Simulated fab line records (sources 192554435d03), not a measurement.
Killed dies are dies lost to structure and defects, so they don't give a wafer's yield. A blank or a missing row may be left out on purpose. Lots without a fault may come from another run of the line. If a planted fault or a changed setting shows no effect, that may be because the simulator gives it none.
One fault through the eyes of 2 desks :: flow n5 finfet :: only its own numbers are on each desk; what lay behind them is given at the end

AT THE TOOL OWNER'S DESK: litho track-04
The tool's own readings at N5_HKMG_FIN_COAT_30 (time 60 s, resist thk 35 nm): means of the sampled wafers that have a number, for each lot that ran on this tool. Marked OUT: a lot whose mean sits more than 4 standard deviations from the usual mean, which makes it out of limits; the brackets give that distance.
Columns: A = resist line temp C at N5_HKMG_FIN_COAT_30, usual 22.99 C; B = spin speed rpm at N5_HKMG_FIN_COAT_30, usual 1500.0 rpm
lot: L235
first seen here: day 4 11:59
A: 23.14
B: 1500.4

lot: L241
first seen here: day 5 22:16
A: 23.04
B: 1500.6

lot: L242
first seen here: day 6 07:55
A: 22.96
B: 1499.5

lot: L243
first seen here: day 6 13:45
A: 22.98
B: 1499.5

lot: L250
first seen here: day 8 03:29
A: 23.05
B: 1464.2 (-33) OUT

lot: L251
first seen here: day 8 10:15
A: 23.08
B: 1463.1 (-34) OUT
This desk's verdict: out of limits on L250, L251, starting with L250 at day 8 03:29 (spin speed rpm at N5_HKMG_FIN_COAT_30). Within limits: L235, L241, L242, L243.

METROLOGY DESK
What the gauges read, lot by lot, whatever tool the lot ran on: means of the sampled wafers that have a number. Marked OUT: a lot whose mean sits more than 4 standard deviations from the usual mean, which makes it out of limits; the brackets give that distance. Readings shown: 7 of its 10, picked as those furthest out on some lot.
Columns: A = DIBL_N at N5_BEOL_M4_RC_MEAS_101, usual 35.9 mV/V; B = DIBL_P at N5_BEOL_M4_RC_MEAS_101, usual 35.9 mV/V; C = IOFF_P at N5_BEOL_M4_RC_MEAS_101, usual 0.201 nA/um; D = ION_N at N5_BEOL_M4_RC_MEAS_101, usual 672 uA/um; E = ION_P at N5_BEOL_M4_RC_MEAS_101, usual 460 uA/um; F = SS_N at N5_BEOL_M4_RC_MEAS_101, usual 71.6 mV/dec; G = VT_P at N5_BEOL_M4_RC_MEAS_101, usual -251.6 mV
lot: L234
first seen here: day 8 02:14
A: 36.6
B: 37.0
C: 0.225
D: 673
E: 461
F: 71.9
G: -250.8

lot: L235
first seen here: day 8 04:57
A: 34.8
B: 34.0
C: 0.193
D: 659
E: 457
F: 71.5
G: -250.2

lot: L240
first seen here: day 9 10:04
A: 35.1
B: 36.5
C: 0.176
D: 670
E: 456
F: 71.6
G: -253.8

lot: L241
first seen here: day 10 00:45
A: 34.4
B: 34.1
C: 0.150
D: 668
E: 448
F: 71.2
G: -256.6

lot: L242
first seen here: day 10 08:11
A: 37.5
B: 37.8
C: 0.202
D: 678
E: 457
F: 71.6
G: -251.8

lot: L243
first seen here: day 10 18:28
A: 33.9
B: 32.8
C: 0.177
D: 668
E: 457
F: 70.8
G: -252.7

lot: L247
first seen here: day 11 08:53
A: 37.3
B: 35.6
C: 0.229
D: 675
E: 465
F: 71.6
G: -249.4

lot: L250
first seen here: day 12 05:29
A: 38.3
B: 36.3
C: 0.208
D: 676
E: 460
F: 71.6
G: -251.5

lot: L251
first seen here: day 12 11:29
A: 35.7
B: 35.1
C: 0.184
D: 667
E: 459
F: 71.3
G: -253.3
This desk's finding: nothing out of limits on any of the 9 lots.

BROUGHT TOGETHER
The tool owner's desk could have raised an alarm at day 8 03:29, on L250, L251.
At the metrology desk, nothing out of limits was observed.
The metrology desk has L250, L251 on record, within its limits.
N5_HKMG_FIN_COAT_30 was run on litho track-04 by each of the lots named.

WHAT HAD BEEN PUT IN BY THE SIMULATOR
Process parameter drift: litho track-04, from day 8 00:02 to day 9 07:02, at N5_HKMG_FIN_COAT_30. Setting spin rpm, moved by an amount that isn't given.
Shown lots that were struck: L250, L251.
Delay in hours, fault start to first out-of-limits reading, by desk: the tool owner's desk at 3.
